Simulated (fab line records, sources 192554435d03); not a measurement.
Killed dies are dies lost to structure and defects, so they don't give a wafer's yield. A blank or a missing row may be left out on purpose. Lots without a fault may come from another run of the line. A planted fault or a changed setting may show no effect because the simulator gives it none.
Split-lot experiment | flow n5_finfet | 7 lots, 21 wafers read, on a route of 1938 steps

THE SPLIT
At N5_PASSIVATION_SPUTTER_20 (material TaN, target thk 50 nm), the setting target_thk_a was moved away from the recipe's 500 angstrom on 5 of the 21 wafers read, by -10.1% to +9.5%. The other wafers ran this setting at the recipe's value.

The reading is taken at the split's own step.

THE READING
TaN_of_PASSIVATION_SPUTTER_20.thk_nm (the simulator's own value, which no gauge read), in nm, at N5_PASSIVATION_SPUTTER_20 (material TaN, target thk 50 nm). The file gives no usual value for it. The 16 wafers here that ran the recipe average 50.1 nm, standard deviation 1 nm.

wafer  | tool, chamber at the split | target_thk_a as run, angstrom | against the recipe | TaN_of_PASSIVATION_SPUTTER_20.thk_nm, nm | against lot-mates on the recipe
L080.1 | pvd_sputter-01, -          | 500                           | recipe             | 52.4                                     | -
L080.2 | pvd_sputter-01, -          | 500                           | recipe             | 50.4                                     | -
L080.4 | pvd_sputter-01, -          | 463.7                         | -7.3%              | 46.4                                     | -5.0
L085.2 | pvd_sputter-01, -          | 500                           | recipe             | 50.8                                     | -
L085.5 | pvd_sputter-01, -          | 500                           | recipe             | 49.6                                     | -
L085.6 | pvd_sputter-01, -          | 500                           | recipe             | 49.8                                     | -
L084.2 | pvd_sputter-01, -          | 526                           | +5.2%              | 52.2                                     | +2.6
L084.4 | pvd_sputter-01, -          | 526                           | +5.2%              | 52.2                                     | +2.6
L084.5 | pvd_sputter-01, -          | 500                           | recipe             | 49.6                                     | -
L090.2 | pvd_sputter-03, -          | 547.7                         | +9.5%              | 52.8                                     | +4.0
L090.4 | pvd_sputter-03, -          | 500                           | recipe             | 48.8                                     | -
L090.5 | pvd_sputter-03, -          | 500                           | recipe             | 48.8                                     | -
L094.1 | pvd_sputter-03, -          | 500                           | recipe             | 49.4                                     | -
L094.5 | pvd_sputter-03, -          | 500                           | recipe             | 49.4                                     | -
L094.4 | pvd_sputter-03, -          | 449.6                         | -10.1%             | 44.6                                     | -4.8
L095.1 | pvd_sputter-03, -          | 500                           | recipe             | 50.2                                     | -
L095.2 | pvd_sputter-03, -          | 500                           | recipe             | 50.4                                     | -
L095.4 | pvd_sputter-03, -          | 500                           | recipe             | 49.8                                     | -
L093.1 | pvd_sputter-01, -          | 500                           | recipe             | 51.8                                     | -
L093.3 | pvd_sputter-01, -          | 500                           | recipe             | 49.6                                     | -
L093.6 | pvd_sputter-01, -          | 500                           | recipe             | 51.6                                     | -

THE FIT
A straight line over all 21 wafers: TaN_of_PASSIVATION_SPUTTER_20.thk_nm changes by +0.435 nm for each +1% of target_thk_a; r = +0.86; the points scatter about the line by 1 nm.
The same after taking each lot's own level away (the mean of its wafers on the recipe; 21 wafers): +0.501 nm for each +1%; r = +0.95; scatter 0.66 nm.
On that fit, the largest move of target_thk_a shifts the reading by 5.1 nm.
The lots' own levels span 48.80 to 51.40 nm, that is 2.6 times the standard deviation above.
So the lot-to-lot level changes the slope: the two fits differ.
Check: with one of the wafers moved furthest among these (-10.1%) left out of the fit, the line predicts -5.37 nm for it against its lot-mates. It came out at -4.8 nm against them.

OTHER SPLITS ON THESE WAFERS
These wafers also went through other splits before the reading. Each is held against what the fit with the lots' levels taken away leaves over:
other split on the same wafers        | wafers away from the commonest value | r with TaN_of_PASSIVATION_SPUTTER_20.thk_nm (lot level and that fit taken away)
N5_BEOL_M9_TRENCH_ETCH_37 time_s      | 8                                    | -0.17
N5_BEOL_M14_PEB_26 peb_temp_c         | 2                                    | +0.04
N5_BEOL_M14_DEVELOP_27 develop_time_s | 4                                    | +0.19
N5_BEOL_M15_DEP_53 time_s             | 7                                    | +0.06
N5_PASSIVATION_PASS_ETCH_74 source_w  | 8                                    | -0.16

THE FILE'S OWN FIT
TaN_of_PASSIVATION_SPUTTER_20.thk_nm changes by +0.501 nm for each +1% of target_thk_a, r = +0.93.
